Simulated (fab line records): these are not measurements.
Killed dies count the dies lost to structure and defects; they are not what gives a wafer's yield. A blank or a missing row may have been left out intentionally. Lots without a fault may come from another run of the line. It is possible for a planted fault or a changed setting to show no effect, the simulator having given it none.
Which tool is to blame?	flow n5 finfet	10 lots with 28 wafers sampled at 3 steps, on a route of 1938 steps

== WHAT EACH GAUGE READ, for each wafer ==
N5_BEOL_M9_THK_MEAS_01.
lot	measured	on	M9_ILD_THK (nm)
L184	day 11 03:51	film metro-01	271 270 266
L190	day 12 00:54	film metro-01	269 263
L192	day 11 17:44	film metro-02	271 269
L193	day 13 03:14	film metro-01	260 261 265
L194	day 13 06:24	film metro-01	262 269 270
L199	day 14 08:40	film metro-01	536 538 543
L202	day 15 05:22	film metro-02	530 546 535
L205	day 15 16:01	film metro-02	274 274 265
L207	day 16 08:13	film metro-02	268 261 272
L206	day 16 07:52	film metro-02	268 265 270

== WHICH TOOL RAN EACH LOT (tool, then ch and the chambers of the sampled wafers, then the start) ==
lot	N5_BEOL_M8_CMP_52	N5_BEOL_M9_ILD_DEP_00
L184	cmp-04 ch 0,1,2, day 11 02:49	pecvd-03 ch 0,1, day 11 03:16
L190	cmp-01 ch 3, day 11 23:23	pecvd-02 ch 1,2, day 11 23:51
L192	cmp-01 ch 1,3, day 11 16:44	pecvd-03 ch 1,2, day 11 17:10
L193	cmp-04 ch 0,1, day 13 02:10	pecvd-02 ch 0,1, day 13 02:39
L194	cmp-04 ch 0,1, day 13 05:19	pecvd-02 ch 1,2, day 13 05:49
L199	cmp-04 ch 0,1,2, day 14 06:35	pecvd-02 ch 0,1, day 14 07:00
L202	cmp-04 ch 0,3, day 15 03:10	pecvd-02 ch 0,1, day 15 03:40
L205	cmp-04 ch 1,2, day 15 14:47	pecvd-02 ch 0,1,2, day 15 15:16
L207	cmp-01 ch 0,2,3, day 16 07:08	pecvd-02 ch 1,2, day 16 07:38
L206	cmp-01 ch 1,2, day 16 06:47	pecvd-03 ch 0,2, day 16 07:16
- N5_BEOL_M8_CMP_52: polishes, stops on SiCOH lowk, t overpolish 6.9 s, target thk 80 nm.
- N5_BEOL_M9_ILD_DEP_00: deposits SiCOH lowk from DEMS/porogen, target thk 308.51 nm, time 58 s.

== THE ANSWER, worked out from the rows above alone ==
Rule: usual is defined by the lots themselves. Put in order of their means at a reading, lots are off if they are a third of the lots or fewer, leave a main group of 4 or more, and stand apart from it by a gap of 3 or more times the standard deviation of the main group's means; of several such gaps the widest counts. If all means in a main group match to the digits the tables above print for the reading, that group is not used. A lot without any number at a reading at which 4 lots or more have one is off too. All remaining lots with rows at the step are treated as sound.
Off: at N5_BEOL_M9_THK_MEAS_01 (M9_ILD_THK), L199, L202. For the main group the mean is 267 nm and the standard deviation 2.6.
A tool fits if, at a process step before that reading, it ran every lot that is off, and no sound lot after the first of them. Gauges at N5_BEOL_M9_THK_MEAS_01: tried the same way as those tools. Of those tried, none fits.

== WHAT THE SIMULATOR HAD PUT IN ==
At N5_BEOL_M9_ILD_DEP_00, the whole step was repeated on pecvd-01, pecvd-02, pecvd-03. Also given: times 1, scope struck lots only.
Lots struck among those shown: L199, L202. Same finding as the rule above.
